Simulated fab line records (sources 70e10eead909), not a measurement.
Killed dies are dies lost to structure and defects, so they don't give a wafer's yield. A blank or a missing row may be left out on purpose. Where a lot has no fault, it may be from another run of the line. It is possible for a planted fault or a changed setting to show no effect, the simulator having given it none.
fab line records :: flow nand-harc
record:
  lots: 6
  wafers: 18
  last-day: 27
route steps=1159 shown A_M0@1019 A_M1@1026 END@1159
lots that met no fault: taken from a fault-free run of the same line
start-h: the number of hours between the record's first day and the start of the first shown wafer of the lot :: wait-h: time in hours since the lot's previous step :: " repeats the value in the row above :: L1.1+2: one row covering several wafers at once :: - value missing, or start not given :: * or withheld: withheld :: < > ~ a bound
route shown NAME@n: names a module that has steps shown in the file, with the first one's number in the route :: usual: average and standard deviation across the fault-free wafers :: same: alike in all rows :: chamber/n: place in a boat :: sites: per-site readings :: _std_site: standard deviation of those values :: _edge_site: inner sites' mean taken away from outer sites' mean :: radius-mm: for every site, how far away it sits from the centre of the wafer :: mask NAME#n: copy n :: behind: the most recent tool/chamber to have shaped the wafer :: hold: cause of the lot's hold/its duration in hours/its outcome :: device: names the non-switching transistor (n, p or np) :: end of line: at the end of the route, the tests of the same wafers :: a step with no rows: only its recipe :: killed: the dies lost at the first sort to structure and to defects; this is not the yield of the wafer :: map: the dies of a wafer, with x for killed, . for not killed, _ for no die there
set.NAME: the setting the step ran with; set.NAME@STEP: the setting that earlier step ran with :: model.NAME: the simulator's own value behind a step, which no gauge read
certain route steps with their lots: each step a table, each wafer a row
services: a tool's chamber out of use, with start hour (start-h, from the record's first day; less than 0 if before it), hours out, and reason
== steps ==
step: NHARC_A_M0_CMP_23
recipe:
  t-overpolish-s: 20
  target-thk-nm: 113.75
usual:
  motor-current-A: 12.2/0.96
  time-to-endpoint-s: 29.7/3
same:
  t-overpolish-s: 20
lot.wafer: L733.2
tool: cmp-01
chamber: 0
start-h: 527.18
wait-h: -
motor-current-A: 12.7
time-to-endpoint-s: 30.6

lot.wafer: L733.3
tool: cmp-01
chamber: 1
start-h: 527.18
wait-h: -
motor-current-A: 12.9
time-to-endpoint-s: 31.8

lot.wafer: L733.5
tool: cmp-01
chamber: 3
start-h: 527.18
wait-h: -
motor-current-A: 12.8
time-to-endpoint-s: 33.3

lot.wafer: L732.3
tool: cmp-02
chamber: 2
start-h: 538.61
wait-h: -
motor-current-A: 13.4
time-to-endpoint-s: 29.7

lot.wafer: L732.4
tool: cmp-02
chamber: 3
start-h: 538.61
wait-h: -
motor-current-A: 10.4
time-to-endpoint-s: 28.0

lot.wafer: L732.5
tool: cmp-02
chamber: 1
start-h: 538.61
wait-h: -
motor-current-A: 11.2
time-to-endpoint-s: 26.6

lot.wafer: L736.2
tool: cmp-04
chamber: 2
start-h: 547.11
wait-h: -
motor-current-A: 12.9
time-to-endpoint-s: 28.8

lot.wafer: L736.1
tool: cmp-04
chamber: 0
start-h: 547.11
wait-h: -
motor-current-A: 12.4
time-to-endpoint-s: 29.8

lot.wafer: L736.3
tool: cmp-04
chamber: 1
start-h: 547.11
wait-h: -
motor-current-A: 12.1
time-to-endpoint-s: 31.7

lot.wafer: L735.2
tool: cmp-04
chamber: 0
start-h: 551.15
wait-h: -
motor-current-A: 11.8
time-to-endpoint-s: 29.1

lot.wafer: L735.1
tool: cmp-04
chamber: 1
start-h: 551.15
wait-h: -
motor-current-A: 12.0
time-to-endpoint-s: 28.1

lot.wafer: L735.3
tool: cmp-04
chamber: 2
start-h: 551.15
wait-h: -
motor-current-A: 13.3
time-to-endpoint-s: 26.8

lot.wafer: L739.1
tool: cmp-01
chamber: 3
start-h: 553.23
wait-h: -
motor-current-A: 12.5
time-to-endpoint-s: 26.8

lot.wafer: L739.4
tool: cmp-01
chamber: 0
start-h: 553.23
wait-h: -
motor-current-A: 12.6
time-to-endpoint-s: 26.0

lot.wafer: L739.6
tool: cmp-01
chamber: 3
start-h: 553.23
wait-h: -
motor-current-A: 13.4
time-to-endpoint-s: 27.5

lot.wafer: L750.2
tool: cmp-02
chamber: 2
start-h: 589.83
wait-h: -
motor-current-A: 12.6
time-to-endpoint-s: 32.4

lot.wafer: L750.4
tool: cmp-02
chamber: 0
start-h: 589.83
wait-h: -
motor-current-A: 13.9
time-to-endpoint-s: 24.6

lot.wafer: L750.5
tool: cmp-02
chamber: 2
start-h: 589.83
wait-h: -
motor-current-A: 12.9
time-to-endpoint-s: 32.9
step: NHARC_A_M0_THK_MEAS_24
recipe:
  thk-meas-gauge: xrf
usual:
  thk-nm: 113.9/1.3
lot.wafer: L733.2
tool: film-metro-01
chamber: -
start-h: 527.47
wait-h: -
thk-nm: 114.2

lot.wafer: L733.3
tool: film-metro-01
chamber: -
start-h: 527.47
wait-h: -
thk-nm: 113.7

lot.wafer: L733.5
tool: film-metro-01
chamber: -
start-h: 527.47
wait-h: -
thk-nm: 114.2

lot.wafer: L732.3
tool: film-metro-02
chamber: -
start-h: 538.88
wait-h: -
thk-nm: 114.9

lot.wafer: L732.4
tool: film-metro-02
chamber: -
start-h: 538.88
wait-h: -
thk-nm: 112.3

lot.wafer: L732.5
tool: film-metro-02
chamber: -
start-h: 538.88
wait-h: -
thk-nm: 114.3

lot.wafer: L736.1
tool: film-metro-01
chamber: -
start-h: 547.42
wait-h: -
thk-nm: 115.2

lot.wafer: L736.2
tool: film-metro-01
chamber: -
start-h: 547.42
wait-h: -
thk-nm: 113.9

lot.wafer: L736.3
tool: film-metro-01
chamber: -
start-h: 547.42
wait-h: -
thk-nm: 115.9

lot.wafer: L735.1
tool: film-metro-01
chamber: -
start-h: 551.47
wait-h: -
thk-nm: 114.0

lot.wafer: L735.2
tool: film-metro-01
chamber: -
start-h: 551.47
wait-h: -
thk-nm: 115.1

lot.wafer: L735.3
tool: film-metro-01
chamber: -
start-h: 551.47
wait-h: -
thk-nm: 114.7

lot.wafer: L739.1
tool: film-metro-01
chamber: -
start-h: 553.52
wait-h: -
thk-nm: 113.7

lot.wafer: L739.4
tool: film-metro-01
chamber: -
start-h: 553.52
wait-h: -
thk-nm: 112.6

lot.wafer: L739.6
tool: film-metro-01
chamber: -
start-h: 553.52
wait-h: -
thk-nm: 113.2

lot.wafer: L750.2
tool: film-metro-02
chamber: -
start-h: 590.14
wait-h: -
thk-nm: 114.0

lot.wafer: L750.4
tool: film-metro-02
chamber: -
start-h: 590.14
wait-h: -
thk-nm: 111.8

lot.wafer: L750.5
tool: film-metro-02
chamber: -
start-h: 590.14
wait-h: -
thk-nm: 113.5
step: NHARC_A_M0_SRD_25
step: NHARC_A_M0_INSPECT_27
usual:
  raw-defect-count: 426/150
lot.wafer: L733.2
tool: defect-inspect-01
chamber: -
start-h: 527.63
wait-h: 0.0
raw-defect-count: 689

lot.wafer: L733.3
tool: defect-inspect-01
chamber: -
start-h: 527.63
wait-h: 0.0
raw-defect-count: 814

lot.wafer: L733.5
tool: defect-inspect-01
chamber: -
start-h: 527.63
wait-h: 0.0
raw-defect-count: 923

lot.wafer: L732.3
tool: defect-inspect-01
chamber: -
start-h: 539.04
wait-h: 0.0
raw-defect-count: 301

lot.wafer: L732.4
tool: defect-inspect-01
chamber: -
start-h: 539.04
wait-h: 0.0
raw-defect-count: 269

lot.wafer: L732.5
tool: defect-inspect-01
chamber: -
start-h: 539.04
wait-h: 0.0
raw-defect-count: 242

lot.wafer: L736.1
tool: defect-inspect-01
chamber: -
start-h: 547.59
wait-h: 0.0
raw-defect-count: 413

lot.wafer: L736.2
tool: defect-inspect-01
chamber: -
start-h: 547.59
wait-h: 0.0
raw-defect-count: 329

lot.wafer: L736.3
tool: defect-inspect-01
chamber: -
start-h: 547.59
wait-h: 0.0
raw-defect-count: 298

lot.wafer: L735.1
tool: defect-inspect-02
chamber: -
start-h: 551.62
wait-h: 0.0
raw-defect-count: 639

lot.wafer: L735.2
tool: defect-inspect-02
chamber: -
start-h: 551.62
wait-h: 0.0
raw-defect-count: 401

lot.wafer: L735.3
tool: defect-inspect-02
chamber: -
start-h: 551.62
wait-h: 0.0
raw-defect-count: 398

lot.wafer: L739.1
tool: defect-inspect-02
chamber: -
start-h: 553.68
wait-h: 0.0
raw-defect-count: 313

lot.wafer: L739.4
tool: defect-inspect-02
chamber: -
start-h: 553.68
wait-h: 0.0
raw-defect-count: 317

lot.wafer: L739.6
tool: defect-inspect-02
chamber: -
start-h: 553.68
wait-h: 0.0
raw-defect-count: 308

lot.wafer: L750.2
tool: defect-inspect-02
chamber: -
start-h: 590.31
wait-h: 0.0
raw-defect-count: 526

lot.wafer: L750.4
tool: defect-inspect-02
chamber: -
start-h: 590.31
wait-h: 0.0
raw-defect-count: 490

lot.wafer: L750.5
tool: defect-inspect-02
chamber: -
start-h: 590.31
wait-h: 0.0
raw-defect-count: 618
step: NHARC_A_M0_PRE_CLEAN_31
recipe:
  time-s: 12
  temp-c: 370
  rf-power-w: 300
  gas: NH3
usual:
  heater-power-w: 654/89
lot.wafer: L733.3
tool: pecvd-01
chamber: 0
start-h: 527.70
wait-h: 0.1
heater-power-w: 625
since-wet-clean-h: 97

lot.wafer: L733.2
tool: pecvd-01
chamber: 2
start-h: 527.70
wait-h: 0.1
heater-power-w: 806
since-wet-clean-h: 97

lot.wafer: L733.5
tool: pecvd-01
chamber: 1
start-h: 527.70
wait-h: 0.1
heater-power-w: 517
since-wet-clean-h: -

lot.wafer: L732.3
tool: pecvd-02
chamber: 1
start-h: 539.11
wait-h: 0.1
heater-power-w: 564
since-wet-clean-h: 11

lot.wafer: L732.5
tool: pecvd-02
chamber: 1
start-h: 539.11
wait-h: 0.1
heater-power-w: 565
since-wet-clean-h: -

lot.wafer: L732.4
tool: pecvd-02
chamber: 0
start-h: 539.11
wait-h: 0.1
heater-power-w: 605
since-wet-clean-h: -

lot.wafer: L736.1
tool: pecvd-01
chamber: 0
start-h: 547.66
wait-h: 0.1
heater-power-w: 564
since-wet-clean-h: 116

lot.wafer: L736.2
tool: pecvd-01
chamber: 1
start-h: 547.66
wait-h: 0.1
heater-power-w: 542
since-wet-clean-h: 117

lot.wafer: L736.3
tool: pecvd-01
chamber: 2
start-h: 547.66
wait-h: 0.1
heater-power-w: 878
since-wet-clean-h: 117

lot.wafer: L735.2
tool: pecvd-01
chamber: 0
start-h: 551.69
wait-h: 0.1
heater-power-w: 624
since-wet-clean-h: 121

lot.wafer: L735.1
tool: pecvd-01
chamber: 1
start-h: 551.69
wait-h: 0.1
heater-power-w: 590
since-wet-clean-h: 121

lot.wafer: L735.3
tool: pecvd-01
chamber: 2
start-h: 551.69
wait-h: 0.1
heater-power-w: 742
since-wet-clean-h: 121

lot.wafer: L739.1
tool: pecvd-03
chamber: 1
start-h: 553.74
wait-h: 0.1
heater-power-w: 754
since-wet-clean-h: 68

lot.wafer: L739.6
tool: pecvd-03
chamber: 2
start-h: 553.74
wait-h: 0.1
heater-power-w: 676
since-wet-clean-h: -

lot.wafer: L739.4
tool: pecvd-03
chamber: 0
start-h: 553.74
wait-h: 0.1
heater-power-w: 653
since-wet-clean-h: -

lot.wafer: L750.2
tool: pecvd-03
chamber: 0
start-h: 590.41
wait-h: 0.1
heater-power-w: 776
since-wet-clean-h: 104

lot.wafer: L750.4
tool: pecvd-03
chamber: 1
start-h: 590.41
wait-h: 0.1
heater-power-w: 679
since-wet-clean-h: -

lot.wafer: L750.5
tool: pecvd-03
chamber: 0
start-h: 590.41
wait-h: 0.1
heater-power-w: 777
since-wet-clean-h: -
step: NHARC_A_M0_DEP_32
recipe:
  target-thk-a: 300
  temp-c: 370
  target-thk-nm: 30
  pressure-torr: 3
  flow-sccm: 200
  rf-w: 450
  material: SiCN
usual:
  heater-power-w: 588/82
lot.wafer: L733.3
tool: pecvd-01
chamber: 0
start-h: 527.78
wait-h: 0.1
heater-power-w: 543
since-wet-clean-h: 97

lot.wafer: L733.2
tool: pecvd-01
chamber: 2
start-h: 527.78
wait-h: 0.1
heater-power-w: 690
since-wet-clean-h: 97

lot.wafer: L733.5
tool: pecvd-01
chamber: 1
start-h: 527.78
wait-h: 0.1
heater-power-w: 472
since-wet-clean-h: -

lot.wafer: L732.3
tool: pecvd-02
chamber: 1
start-h: 539.19
wait-h: 0.1
heater-power-w: 454
since-wet-clean-h: 11

lot.wafer: L732.5
tool: pecvd-02
chamber: 1
start-h: 539.19
wait-h: 0.1
heater-power-w: 455
since-wet-clean-h: -

lot.wafer: L732.4
tool: pecvd-02
chamber: 0
start-h: 539.19
wait-h: 0.1
heater-power-w: 531
since-wet-clean-h: -

lot.wafer: L736.1
tool: pecvd-01
chamber: 0
start-h: 547.74
wait-h: 0.1
heater-power-w: 534
since-wet-clean-h: 117

lot.wafer: L736.2
tool: pecvd-01
chamber: 1
start-h: 547.74
wait-h: 0.1
heater-power-w: 509
since-wet-clean-h: 117

lot.wafer: L736.3
tool: pecvd-01
chamber: 2
start-h: 547.74
wait-h: 0.1
heater-power-w: 660
since-wet-clean-h: 117

lot.wafer: L735.2
tool: pecvd-01
chamber: 0
start-h: 551.77
wait-h: 0.1
heater-power-w: 581
since-wet-clean-h: 121

lot.wafer: L735.1
tool: pecvd-01
chamber: 1
start-h: 551.77
wait-h: 0.1
heater-power-w: 493
since-wet-clean-h: 121

lot.wafer: L735.3
tool: pecvd-01
chamber: 2
start-h: 551.77
wait-h: 0.1
heater-power-w: 715
since-wet-clean-h: 121

lot.wafer: L739.1
tool: pecvd-03
chamber: 1
start-h: 553.82
wait-h: 0.1
heater-power-w: 639
since-wet-clean-h: 68

lot.wafer: L739.6
tool: pecvd-03
chamber: 2
start-h: 553.82
wait-h: 0.1
heater-power-w: 618
since-wet-clean-h: -

lot.wafer: L739.4
tool: pecvd-03
chamber: 0
start-h: 553.82
wait-h: 0.1
heater-power-w: 645
since-wet-clean-h: -

lot.wafer: L750.2
tool: pecvd-03
chamber: 0
start-h: 590.54
wait-h: 0.1
heater-power-w: 707
since-wet-clean-h: 104

lot.wafer: L750.4
tool: pecvd-03
chamber: 1
start-h: 590.54
wait-h: 0.1
heater-power-w: 645
since-wet-clean-h: -

lot.wafer: L750.5
tool: pecvd-03
chamber: 0
start-h: 590.54
wait-h: 0.1
heater-power-w: 715
since-wet-clean-h: -
step: NHARC_A_M1_DEP_00
recipe:
  target-thk-a: 1825
  target-thk-nm: 182.5
  temp-c: withheld
  pressure-torr: 5
  flow-sccm: 200
  rf-w: 600
  material: SiOC
step: NHARC_A_M1_DEHYDRATE_01
recipe:
  temp-c: 150
  time-s: 120
step: NHARC_A_M1_HMDS_02
recipe:
  time-s: 30
step: NHARC_A_M1_COAT_34
recipe:
  temp-c: 200
  time-s: 65
step: NHARC_A_M1_COAT_03
recipe:
  spin-rpm: 1500
  resist-thk-nm: 90
step: NHARC_A_M1_SOFTBAKE_04
recipe:
  temp-c: 105
  time-s: 55
usual:
  heater-power-total-W: 188.45/0.14
  plate-temp-C: 105.01/0.14
lot.wafer: L733.2
tool: litho-track-06
chamber: 0
start-h: 528
wait-h: -
heater-power-total-W: 188.33
plate-temp-C: 104.82

lot.wafer: L733.3
tool: litho-track-06
chamber: 0
start-h: 528
wait-h: -
heater-power-total-W: 188.45
plate-temp-C: 105.01

lot.wafer: L733.5
tool: litho-track-06
chamber: 0
start-h: 528
wait-h: -
heater-power-total-W: 188.32
plate-temp-C: 104.81

lot.wafer: L732.3
tool: litho-track-01
chamber: 0
start-h: 539
wait-h: -
heater-power-total-W: 188.62
plate-temp-C: 105.24

lot.wafer: L732.4
tool: litho-track-01
chamber: 0
start-h: 539
wait-h: -
heater-power-total-W: 188.34
plate-temp-C: 105.21

lot.wafer: L732.5
tool: litho-track-01
chamber: 0
start-h: 539
wait-h: -
heater-power-total-W: 188.63
plate-temp-C: 105.06

lot.wafer: L736.1
tool: litho-track-06
chamber: 0
start-h: 548
wait-h: -
heater-power-total-W: 189.84
plate-temp-C: 104.96

lot.wafer: L736.2
tool: litho-track-06
chamber: 0
start-h: 548
wait-h: -
heater-power-total-W: 190.01
plate-temp-C: 104.97

lot.wafer: L736.3
tool: litho-track-06
chamber: 0
start-h: 548
wait-h: -
heater-power-total-W: 189.78
plate-temp-C: 104.95

lot.wafer: L735.1
tool: litho-track-04
chamber: 0
start-h: 552
wait-h: -
heater-power-total-W: 188.41
plate-temp-C: 104.82

lot.wafer: L735.2
tool: litho-track-04
chamber: 0
start-h: 552
wait-h: -
heater-power-total-W: 188.47
plate-temp-C: 105.05

lot.wafer: L735.3
tool: litho-track-04
chamber: 0
start-h: 552
wait-h: -
heater-power-total-W: 188.47
plate-temp-C: 104.99

lot.wafer: L739.1
tool: litho-track-06
chamber: 0
start-h: 554
wait-h: -
heater-power-total-W: 189.81
plate-temp-C: 104.79

lot.wafer: L739.4
tool: litho-track-06
chamber: 0
start-h: 554
wait-h: -
heater-power-total-W: 189.94
plate-temp-C: 105.03

lot.wafer: L739.6
tool: litho-track-06
chamber: 0
start-h: 554
wait-h: -
heater-power-total-W: 189.94
plate-temp-C: 104.83

lot.wafer: L750.2
tool: litho-track-04
chamber: 0
start-h: 591
wait-h: -
heater-power-total-W: 188.37
plate-temp-C: 105.10

lot.wafer: L750.4
tool: litho-track-04
chamber: 0
start-h: 591
wait-h: -
heater-power-total-W: 188.58
plate-temp-C: 105.01

lot.wafer: L750.5
tool: litho-track-04
chamber: 0
start-h: 591
wait-h: -
heater-power-total-W: 188.50
plate-temp-C: 105.21
step: NHARC_A_M1_EBR_05
step: NHARC_END_SORT_01
recipe:
  temp-c: 25
usual:
  defect-limited-yield: 95.1/1.7
  killed-at-array: 29/11
  killed-at-other: 0.5/0.85
  killed-at-periphery: 3.0/2.3
  killed-dies: 33/12
  killed-open: 3.3/1.9
  killed-short: 2.0/1.5
  sort_bin_2_pct: 1.5/0.66
  sort_bin_3_pct: 0.25/0.21
  sort_bin_4_pct: 3.1/1.2
  sort-n-pass: 644/12
  sort-rim-yield-pct: 96.7/2
  sort-yield-pct: 95.1/1.7
same:
  gross-dies: 677
  sort_bin_5_pct[%]: 0
  sort_bin_6_pct[%]: 0
  sort_bin_7_pct[%]: 0
  sort_bin_8_pct[%]: 0
  sort-rim-n-gross: 106.00
lot.wafer: L736.1
tool: prober-01
chamber: 0
start-h: 595.57
wait-h: 2.5
defect-limited-yield[%]: 95.0
killed-at-array: 31
killed-at-other: 0
killed-at-periphery: 3
killed-dies: 34
killed-open: 4
killed-short: 6
sort_bin_2_pct[%]: 1.3
sort_bin_3_pct[%]: 0.30
sort_bin_4_pct[%]: 3.4
sort-n-pass: 643
sort-rim-yield-pct[%]: 96.2
sort-yield-pct[%]: 95.0

lot.wafer: L736.2
tool: prober-01
chamber: 0
start-h: 596.36
wait-h: 2.8
defect-limited-yield[%]: 95.7
killed-at-array: 26
killed-at-other: 2
killed-at-periphery: 1
killed-dies: 29
killed-open: 4
killed-short: 2
sort_bin_2_pct[%]: 1.6
sort_bin_3_pct[%]: 0.30
sort_bin_4_pct[%]: 2.4
sort-n-pass: 648
sort-rim-yield-pct[%]: 100.0
sort-yield-pct[%]: 95.7

lot.wafer: L736.3
tool: prober-01
chamber: 0
start-h: 597.15
wait-h: 3.1
defect-limited-yield[%]: 95.9
killed-at-array: 22
killed-at-other: 3
killed-at-periphery: 3
killed-dies: 28
killed-open: 3
killed-short: 1
sort_bin_2_pct[%]: 1.3
sort_bin_3_pct[%]: 0
sort_bin_4_pct[%]: 2.8
sort-n-pass: 649
sort-rim-yield-pct[%]: 97.2
sort-yield-pct[%]: 95.9
killed by level:class
L736.1 A_CHANNEL_HOLE_D1:chamber-film-flake=10 A_STAIRCASE:chamber-film-flake=3 A_SLIT:chamber-film-flake=3 A_CONTACT:chamber-film-flake=3 A_ONON_D1:geometric-particle:open=2 P_STI:chamber-film-flake=2 P_M0:geometric-particle:short=1 A_ONON_D1:geometric-particle:short=1
L736.2 A_CHANNEL_HOLE_D1:chamber-film-flake=16 A_CONTACT:geometric-particle:open=2 THIN_TSV:chamber-film-flake=2 A_ONON_D1:geometric-particle:open=1 A_CHANNEL_FILL_D1:geometric-particle:short=1 A_M0:geometric-particle:open=1 A_M0:geometric-particle:short=1 P_GATE:chamber-film-flake=1
L736.3 A_CHANNEL_HOLE_D1:chamber-film-flake=14 THIN_TSV:chamber-film-flake=3 A_CHANNEL_FILL_D1:geometric-particle:open=2 P_M1:chamber-film-flake=2 A_SLIT:chamber-film-flake=2 A_ONON_D1:geometric-particle:short=1 A_BLC:geometric-particle:open=1 P_GATE:chamber-film-flake=1
== services ==
tool: pecvd-02
chamber: -
start-h: 515.14
hours: 13.0
kind: pm

tool: pecvd-02
chamber: 0
start-h: 515.14
hours: 13.0
kind: vent-cycle

tool: pecvd-02
chamber: 1
start-h: 515.14
hours: 13.0
kind: vent-cycle

tool: pecvd-02
chamber: 2
start-h: 515.14
hours: 13.0
kind: vent-cycle

tool: cmp-02
chamber: -
start-h: 520.52
hours: 4.0
kind: pm

tool: cmp-02
chamber: -
start-h: 524.52
hours: -
kind: consumable-replace:conditioner

tool: cmp-02
chamber: -
start-h: 524.52
hours: -
kind: consumable-replace:pad

tool: pecvd-02
chamber: 0
start-h: 528.14
hours: -
kind: clean

tool: pecvd-02
chamber: 1
start-h: 528.14
hours: -
kind: clean

tool: pecvd-02
chamber: 2
start-h: 528.14
hours: -
kind: clean

tool: cmp-01
chamber: -
start-h: 554.96
hours: 1.1
kind: repair

tool: cmp-04
chamber: -
start-h: 556.50
hours: 0.4
kind: repair

tool: cmp-01
chamber: -
start-h: 571.50
hours: 4.0
kind: pm

tool: cmp-01
chamber: -
start-h: 575.50
hours: -
kind: consumable-replace:conditioner

tool: cmp-01
chamber: -
start-h: 575.50
hours: -
kind: consumable-replace:pad

tool: cmp-02
chamber: -
start-h: 576.39
hours: 1.8
kind: repair

tool: cmp-01
chamber: -
start-h: 583.75
hours: 0.5
kind: repair

tool: cmp-01
chamber: -
start-h: 588.07
hours: 3.3
kind: repair
== key ==
first-sign:
  step: NHARC_A_M1_SOFTBAKE_04
  reading: heater-power-total-W
  direction: up
  sigmas: 10
  usual: *
  struck: *
effect none on later readings
met-at NHARC_A_M1_SOFTBAKE_04
struck-wafers L736.1,L736.2,L736.3,L739.1,L739.4,L739.6
onset-between 528 548
fault:
  kind: process-parameter-drift
  tool: litho-track-06
  chamber: -
  onset-h: 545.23
  steps: NHARC_A_M1_SOFTBAKE_04
  channel: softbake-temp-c
  offset: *
  shape: step
  end-h: 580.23
  acts-in: *
  stated: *
